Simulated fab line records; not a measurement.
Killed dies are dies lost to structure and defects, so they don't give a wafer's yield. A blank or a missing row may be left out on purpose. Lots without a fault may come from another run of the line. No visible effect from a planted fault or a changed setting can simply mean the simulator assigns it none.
Which tool did it?    flow n5 finfet    24 lots with 72 wafers sampled at 6 steps, on a route of 1938 steps

## WHAT THE GAUGES READ, wafer by wafer
N5_BEOL_M13_THK_MEAS_01. Usual: M13_ILD_THK typically reads 837 nm, with standard deviation 10.
lot   measured      on             M13_ILD_THK (nm)  flag
L074  day 10 16:38  film metro-01  824 856 840       
L075  day 10 17:33  film metro-01  828 815 827       
L077  day 10 18:47  film metro-02  838 854 839       
L076  day 10 19:08  film metro-01  831 841 856       
L078  day 11 09:16  film metro-01  827 835 850       
L079  day 11 20:20  film metro-02  831 843 838       
L080  day 11 19:58  film metro-02  830 826 833       
L081  day 12 00:14  film metro-02  833 849 838       
L082  day 12 02:22  film metro-01  822 848 836       
L083  day 13 01:28  film metro-01  836 847 835       
L085  day 13 10:28  film metro-01  841 854 846       
L086  day 13 11:19  film metro-01  837 837 851       
L084  day 13 11:26  film metro-01  841 853 855       
L087  day 13 15:55  film metro-02  833 859 857       
L088  day 14 04:05  film metro-02  845 839 850       
L089  day 14 11:14  film metro-01  819 835 834       
L091  day 14 12:10  film metro-01  842 845 846       
L090  day 14 17:08  film metro-01  830 841 836       
L093  day 15 06:19  film metro-01  829 823 830       
L092  day 15 12:55  film metro-02  839 835 827       
L094  day 15 18:05  film metro-01  832 844 846       
L095  day 16 08:56  film metro-01  834 843 849       
L097  day 17 02:25  film metro-02  833 832 836       
L096  day 17 03:10  film metro-02  840 851 854       

N5_BEOL_M13_OVL_MEAS_11. Usual: V12_OVL typically reads -1 nm, with standard deviation 5.9.
lot   measured      on          V12_OVL (nm)  flag
L074  day 10 16:59  overlay-02  3 8 4         
L075  day 10 18:01  overlay-01  4 -2 1        
L077  day 10 19:14  overlay-01  -9 2 -2       
L076  day 10 19:36  overlay-02  -8 -5 1       
L078  day 11 09:35  overlay-01  -7 -4 -15     
L079  day 11 20:40  overlay-02  5 4 3         
L080  day 11 20:25  overlay-02  2 8 5         
L081  day 12 00:35  overlay-01  -2 -2 -1      
L082  day 12 02:44  overlay-02  -1 -7 -3      
L083  day 13 01:55  overlay-02  -2 -8 -2      
L085  day 13 10:47  overlay-01  2 -14 -9      
L086  day 13 11:39  overlay-01  -4 -6 -5      
L084  day 13 11:54  overlay-02  -3 -1 4       
L087  day 13 16:15  overlay-01  4 4 1         
L088  day 14 04:25  overlay-01  3 -3 -7       
L089  day 14 11:36  overlay-02  2 6 3         
L091  day 14 12:31  overlay-02  -1 7 1        
L090  day 14 17:35  overlay-02  -3 3 -4       
L093  day 15 06:38  overlay-01  -11 -10 -20   
L092  day 15 13:22  overlay-02  5 10 5        
L094  day 15 18:32  overlay-01  -6 2 -13      
L095  day 16 09:16  overlay-02  1 -2 -3       
L097  day 17 02:53  overlay-02  -10 -11 -7    
L096  day 17 03:29  overlay-02  -3 -5 -4      

## WHAT TOOL EACH LOT RAN ON (gives the tool, then ch and the chambers of the sampled wafers, and finally the start)
lot   N5_BEOL_M12_VIA_ETCH_16             N5_BEOL_M12_DESCUM_33               N5_BEOL_M12_CMP_49             N5_BEOL_M13_ILD_DEP_00
L074  rie diel-01 ch 0,1,2, day 10 11:08  rie diel-01 ch 1,2, day 10 12:26    cmp-02 ch 0,3, day 10 15:59    pecvd-01 ch 0,1, day 10 16:25
L075  rie diel-02 ch 0,1,2, day 10 12:35  rie diel-01 ch 0,1,2, day 10 13:25  cmp-01 ch 0,1,3, day 10 16:57  pecvd-02 ch 0,1,2, day 10 17:24
L077  rie diel-03 ch 0,1,2, day 10 14:26  rie diel-03 ch 1,2,3, day 10 15:41  cmp-02 ch 0,1,3, day 10 18:05  pecvd-01 ch 0,1, day 10 18:34
L076  rie diel-03 ch 0,1,2, day 10 14:46  rie diel-02 ch 1,2,3, day 10 15:58  cmp-02 ch 1,2,3, day 10 18:26  pecvd-01 ch 0,1, day 10 18:56
L078  rie diel-01 ch 1,3, day 11 06:05    rie diel-03 ch 0,1, day 11 06:55    cmp-02 ch 0,3, day 11 08:32    pecvd-01 ch 0,1, day 11 09:03
L079  rie diel-01 ch 0,1,3, day 11 13:43  rie diel-02 ch 0,2,3, day 11 14:32  cmp-01 ch 1,3, day 11 19:44    pecvd-01 ch 0,2, day 11 20:11
L080  rie diel-01 ch 0,2, day 11 15:47    rie diel-01 ch 0,1, day 11 16:44    cmp-04 ch 0,1,2, day 11 19:19  pecvd-01 ch 0,1,2, day 11 19:49
L081  rie diel-02 ch 0,2, day 11 18:58    rie diel-02 ch 0,2,3, day 11 19:55  cmp-04 ch 1,2, day 11 23:32    pecvd-02 ch 0,2, day 12 00:02
L082  rie diel-03 ch 0,1,3, day 11 21:31  rie diel-03 ch 2,3, day 11 22:21    cmp-01 ch 1,3, day 12 01:42    pecvd-01 ch 0,2, day 12 02:13
L083  rie diel-03 ch 0,2,3, day 12 19:58  rie diel-01 ch 0,2,3, day 12 20:49  cmp-01 ch 1,2, day 13 00:52    pecvd-03 ch 0,2, day 13 01:18
L085  rie diel-01 ch 0,1,2, day 13 05:14  rie diel-03 ch 0,1, day 13 06:11    cmp-04 ch 0,1,2, day 13 09:49  pecvd-03 ch 0,2, day 13 10:17
L086  rie diel-02 ch 2,3, day 13 06:20    rie diel-03 ch 1,3, day 13 07:17    cmp-01 ch 1,2, day 13 10:41    pecvd-02 ch 0,1, day 13 11:10
L084  rie diel-02 ch 1,2,3, day 13 07:12  rie diel-03 ch 0,1,2, day 13 08:16  cmp-02 ch 0,3, day 13 10:48    pecvd-03 ch 0,2, day 13 11:17
L087  rie diel-02 ch 1,2, day 13 11:15    rie diel-03 ch 2,3, day 13 12:13    cmp-04 ch 0,1, day 13 15:17    pecvd-03 ch 1,2, day 13 15:46
L088  rie diel-01 ch 1,2,3, day 13 23:10  rie diel-02 ch 0,2,3, day 14 00:07  cmp-04 ch 0,1,3, day 14 03:28  pecvd-01 ch 1,2, day 14 03:56
L089  rie diel-01 ch 1,2, day 14 07:40    rie diel-03 ch 0,1,3, day 14 08:29  cmp-02 ch 0,1,2, day 14 10:41  pecvd-01 ch 0,1,2, day 14 11:05
L091  rie diel-03 ch 0,1, day 14 07:48    rie diel-02 ch 0,2, day 14 08:38    cmp-02 ch 0,1,2, day 14 11:37  pecvd-02 ch 1,2, day 14 12:01
L090  rie diel-02 ch 0,1,3, day 14 09:20  rie diel-02 ch 0,1, day 14 10:20    cmp-04 ch 0,2,3, day 14 16:37  pecvd-02 ch 0,1, day 14 16:59
L093  rie diel-02 ch 1,2, day 15 01:44    rie diel-01 ch 0,2,3, day 15 02:41  cmp-02 ch 0,1,2, day 15 05:40  pecvd-02 ch 0,1, day 15 06:10
L092  rie diel-01 ch 0,2,3, day 15 07:39  rie diel-03 ch 0,1,3, day 15 08:29  cmp-02 ch 2,3, day 15 12:16    pecvd-01 ch 1,2, day 15 12:46
L094  rie diel-03 ch 0,1,2, day 15 13:43  rie diel-01 ch 1,2, day 15 14:32    cmp-01 ch 2,3, day 15 17:27    pecvd-03 ch 0,2, day 15 17:56
L095  rie diel-02 ch 1,2,3, day 16 03:43  rie diel-03 ch 2,3, day 16 04:41    cmp-01 ch 0,2, day 16 08:18    pecvd-03 ch 0,1, day 16 08:47
L097  rie diel-02 ch 0,3, day 16 20:39    rie diel-01 ch 1,3, day 16 21:36    cmp-01 ch 0,3, day 17 01:49    pecvd-02 ch 0,1,2, day 17 02:16
L096  rie diel-02 ch 1,2,3, day 16 23:07  rie diel-02 ch 1,2, day 17 00:12    cmp-01 ch 0,1,3, day 17 02:35  pecvd-03 ch 0,2, day 17 02:57
- N5_BEOL_M12_VIA_ETCH_16: etches SiOC in C4F8/O2/Ar, target depth 724.8 nm.
- N5_BEOL_M12_DESCUM_33: chemistry O2, time 7.9 s.
- N5_BEOL_M12_CMP_49: polishes, stops on SiOC, t overpolish 20.6 s, target thk 320 nm.
- N5_BEOL_M13_ILD_DEP_00: deposits SiOC from DEMS/O2, target thk 837.92 nm, time 166.4 s.

## WHAT THE TOOLS THEMSELVES READ (means of the sampled wafers that have a number; where no wafer has one, the mark that the record gives instead)
N5_BEOL_M12_VIA_ETCH_16. Usual: value, then standard deviation, for each; chamber pressure mTorr 29.999 mTorr / 0.028; drypump motor current A 5.8 A / 0.43; he outer torr 30.01 Torr / 0.06; oes product au 0.74 a.u. / 0.075; rf vpp V 666 V / 3; showerhead plenum p Torr 3.44 Torr / 0.1; throttle valve pct 24.02 % / 0.25.
lot   tool         chamber pressure mTorr (mTorr)  drypump motor current A (A)  he outer torr (Torr)  oes product au (a.u.)  rf vpp V (V)  showerhead plenum p Torr (Torr)  throttle valve pct (%)  flag
L074  rie diel-01  29.994                          5.9                          29.97                 0.76                   664           3.40                             23.85                   
L075  rie diel-02  30.006                          5.3                          30.00                 0.71                   664           3.39                             24.12                   
L077  rie diel-03  29.991                          6.2                          30.04                 0.70                   665           3.37                             23.94                   
L076  rie diel-03  29.999                          6.2                          30.00                 0.70                   664           3.37                             23.94                   
L078  rie diel-01  30.012                          6.0                          29.98                 0.75                   666           3.42                             23.99                   
L079  rie diel-01  29.991                          6.1                          30.07                 0.77                   667           3.46                             23.87                   
L080  rie diel-01  29.969                          5.8                          29.97                 0.71                   666           3.42                             23.84                   
L081  rie diel-02  29.959                          5.6                          30.01                 0.72                   666           3.44                             24.04                   
L082  rie diel-03  29.998                          6.1                          30.04                 0.77                   665           3.41                             24.02                   
L083  rie diel-03  29.967                          6.3                          30.01                 0.75                   662           3.31                             24.01                   
L085  rie diel-01  29.981                          5.9                          30.03                 0.73                   665           3.39                             23.89                   
L086  rie diel-02  29.998                          5.7                          30.04                 0.75                   667           3.46                             24.42                   
L084  rie diel-02  29.985                          5.4                          30.02                 0.77                   668           3.51                             24.20                   
L087  rie diel-02  30.015                          5.1                          30.00                 0.84                   670           3.58                             24.03                   
L088  rie diel-01  30.038                          5.9                          30.08                 0.71                   666           3.42                             23.98                   
L089  rie diel-01  30.015                          5.7                          30.02                 0.68                   663           3.36                             23.98                   
L091  rie diel-03  29.996                          6.0                          29.93                 0.86                   667           3.44                             23.78                   
L090  rie diel-02  29.965                          5.4                          30.06                 0.73                   667           3.49                             24.00                   
L093  rie diel-02  29.972                          5.3                          30.04                 0.78                   668           3.52                             24.27                   
L092  rie diel-01  29.990                          6.0                          30.03                 0.70                   667           3.47                             23.88                   
L094  rie diel-03  29.997                          6.2                          30.05                 0.84                   668           3.48                             23.78                   
L095  rie diel-02  30.015                          5.4                          30.03                 0.74                   666           3.50                             24.23                   
L097  rie diel-02  29.985                          5.8                          30.01                 0.66                   664           3.42                             24.20                   
L096  rie diel-02  29.994                          5.4                          30.04                 0.73                   667           3.50                             24.24                   

N5_BEOL_M12_DESCUM_33. Usual: chamber pressure mTorr 20.003 mTorr, standard deviation 0.025; drypump motor current A 5.9 A, standard deviation 0.43; oes product au 0.82 a.u., standard deviation 0.09; rf vpp V 243.2 V, standard deviation 1.3; showerhead plenum p Torr 2.09 Torr, standard deviation 0.069; throttle valve pct 20.23 %, standard deviation 0.24.
lot   tool         chamber pressure mTorr (mTorr)  drypump motor current A (A)  oes product au (a.u.)  rf vpp V (V)  showerhead plenum p Torr (Torr)  throttle valve pct (%)  flag
L074  rie diel-01  19.991                          5.7                          0.78                   243.1         2.06                             20.12                   
L075  rie diel-01  20.013                          5.9                          0.83                   243.1         2.08                             20.03                   
L077  rie diel-03  20.001                          6.2                          0.80                   243.1         2.07                             20.41                   
L076  rie diel-02  19.997                          5.4                          0.78                   242.5         2.07                             20.48                   
L078  rie diel-03  20.002                          6.0                          0.78                   243.5         2.12                             20.27                   
L079  rie diel-02  19.999                          5.6                          0.81                   244.1         2.11                             20.35                   
L080  rie diel-01  19.993                          5.9                          0.86                   242.8         2.06                             20.07                   
L081  rie diel-02  20.021                          5.6                          0.81                   243.6         2.11                             20.36                   
L082  rie diel-03  19.987                          6.4                          0.78                   242.9         2.01                             20.40                   
L083  rie diel-01  20.016                          6.0                          0.79                   244.2         2.13                             20.06                   
L085  rie diel-03  19.984                          6.1                          0.82                   243.1         2.08                             20.12                   
L086  rie diel-03  19.994                          6.1                          0.84                   243.3         2.09                             20.44                   
L084  rie diel-03  19.987                          6.2                          0.75                   243.2         2.05                             20.28                   
L087  rie diel-03  20.005                          6.4                          0.76                   242.7         2.00                             20.42                   
L088  rie diel-02  19.994                          5.6                          0.79                   243.2         2.10                             20.39                   
L089  rie diel-03  20.006                          6.1                          0.91                   242.5         2.08                             20.17                   
L091  rie diel-02  20.003                          5.6                          0.82                   243.7         2.11                             20.46                   
L090  rie diel-02  20.003                          5.0                          0.87                   244.4         2.18                             20.03                   
L093  rie diel-01  19.991                          6.0                          0.78                   242.9         2.12                             20.08                   
L092  rie diel-03  19.995                          6.1                          0.88                   243.3         2.08                             20.19                   
L094  rie diel-01  20.002                          5.8                          0.78                   243.0         2.02                             20.22                   
L095  rie diel-03  20.006                          6.3                          0.91                   243.6         2.11                             20.34                   
L097  rie diel-01  20.002                          6.0                          0.79                   242.2         2.07                             20.24                   
L096  rie diel-02  19.992                          5.3                          0.85                   244.4         2.15                             20.50                   

N5_BEOL_M12_CMP_49. Usual: barrier field endpoint s 30.1 s, standard deviation 0.66; head pressure psi 1.0000 psi, standard deviation 0.002; motor current A 6.3 A, standard deviation 0.37; overpolish run s 20.600 s, standard deviation 0.009.
lot   tool    barrier field endpoint s (s)  head pressure psi (psi)  motor current A (A)  overpolish run s (s)  flag
L074  cmp-02  29.4                          1.0010                   6.2                  20.608                
L075  cmp-01  29.6                          0.9997                   6.3                  20.598                
L077  cmp-02  29.6                          0.9997                   6.5                  20.601                
L076  cmp-02  29.8                          0.9965                   6.6                  20.598                
L078  cmp-02  29.6                          0.9998                   6.6                  20.597                
L079  cmp-01  29.5                          1.0001                   6.1                  20.606                
L080  cmp-04  29.7                          0.9999                   5.9                  20.596                
L081  cmp-04  29.7                          0.9983                   6.0                  20.597                
L082  cmp-01  30.0                          0.9988                   6.0                  20.601                
L083  cmp-01  30.1                          1.0000                   6.2                  20.607                
L085  cmp-04  30.7                          0.9990                   6.1                  20.589                
L086  cmp-01  30.6                          1.0007                   6.2                  20.607                
L084  cmp-02  29.7                          1.0003                   6.3                  20.604                
L087  cmp-04  29.8                          1.0008                   5.8                  20.598                
L088  cmp-04  30.6                          1.0002                   5.7                  20.601                
L089  cmp-02  29.9                          1.0003                   6.6                  20.600                
L091  cmp-02  29.5                          0.9992                   6.7                  20.594                
L090  cmp-04  31.0                          1.0003                   6.3                  20.586                
L093  cmp-02  29.8                          0.9999                   6.8                  20.588                
L092  cmp-02  30.6                          1.0011                   6.2                  20.603                
L094  cmp-01  30.2                          0.9980                   6.3                  20.602                
L095  cmp-01  30.7                          1.0012                   6.7                  20.607                
L097  cmp-01  30.8                          1.0000                   6.3                  20.605                
L096  cmp-01  31.6                          1.0000                   6.5                  20.607                

N5_BEOL_M13_ILD_DEP_00. Usual: heater power outer w 260 W, standard deviation 41; heater power w 480 W, standard deviation 73; showerhead plenum p Torr 5.699 Torr, standard deviation 0.012; throttle valve pct 12.1 %, standard deviation 0.52.
lot   tool      heater power outer w (W)  heater power w (W)  showerhead plenum p Torr (Torr)  throttle valve pct (%)  flag
L074  pecvd-01  280                       526                 5.694                            12.3                    
L075  pecvd-02  253                       489                 5.702                            11.8                    
L077  pecvd-01  268                       518                 5.693                            12.2                    
L076  pecvd-01  295                       550                 5.687                            11.9                    
L078  pecvd-01  286                       539                 5.686                            11.9                    
L079  pecvd-01  211                       404                 5.687                            11.7                    
L080  pecvd-01  237                       451                 5.692                            11.8                    
L081  pecvd-02  294                       528                 5.706                            12.2                    
L082  pecvd-01  214                       409                 5.690                            11.6                    
L083  pecvd-03  227                       386                 5.708                            12.3                    
L085  pecvd-03  217                       383                 5.713                            12.3                    
L086  pecvd-02  262                       510                 5.703                            12.1                    
L084  pecvd-03  237                       412                 5.705                            12.8                    
L087  pecvd-03  242                       421                 5.700                            12.0                    
L088  pecvd-01  237                       436                 5.693                            11.8                    
L089  pecvd-01  286                       521                 5.691                            11.8                    
L091  pecvd-02  228                       432                 5.701                            11.5                    
L090  pecvd-02  264                       500                 5.707                            12.0                    
L093  pecvd-02  260                       493                 5.709                            11.9                    
L092  pecvd-01  302                       536                 5.697                            12.1                    
L094  pecvd-03  228                       405                 5.705                            12.9                    
L095  pecvd-03  254                       473                 5.698                            12.3                    
L097  pecvd-02  264                       482                 5.715                            12.1                    
L096  pecvd-03  225                       395                 5.708                            12.6                    

## THE ANSWER, worked out from the rows above alone
Rule: take the mean of a lot's wafers that have a number; if it is more than 3 standard deviations from the usual mean, the lot is off. A lot without any number at a reading at which 4 lots or more have one is off too. The other lots that the step has rows for count as sound. After the gauges, taken in route order, come the tools' own readings; for these a lot's mean is taken, as printed above. The first step at which some lot is off is used, and at that step the reading that is off furthest; a lot without a number counts as furthest.
None of the lots is off at any reading shown; this tells nothing.

## WHAT THE SIMULATOR HAD PUT IN
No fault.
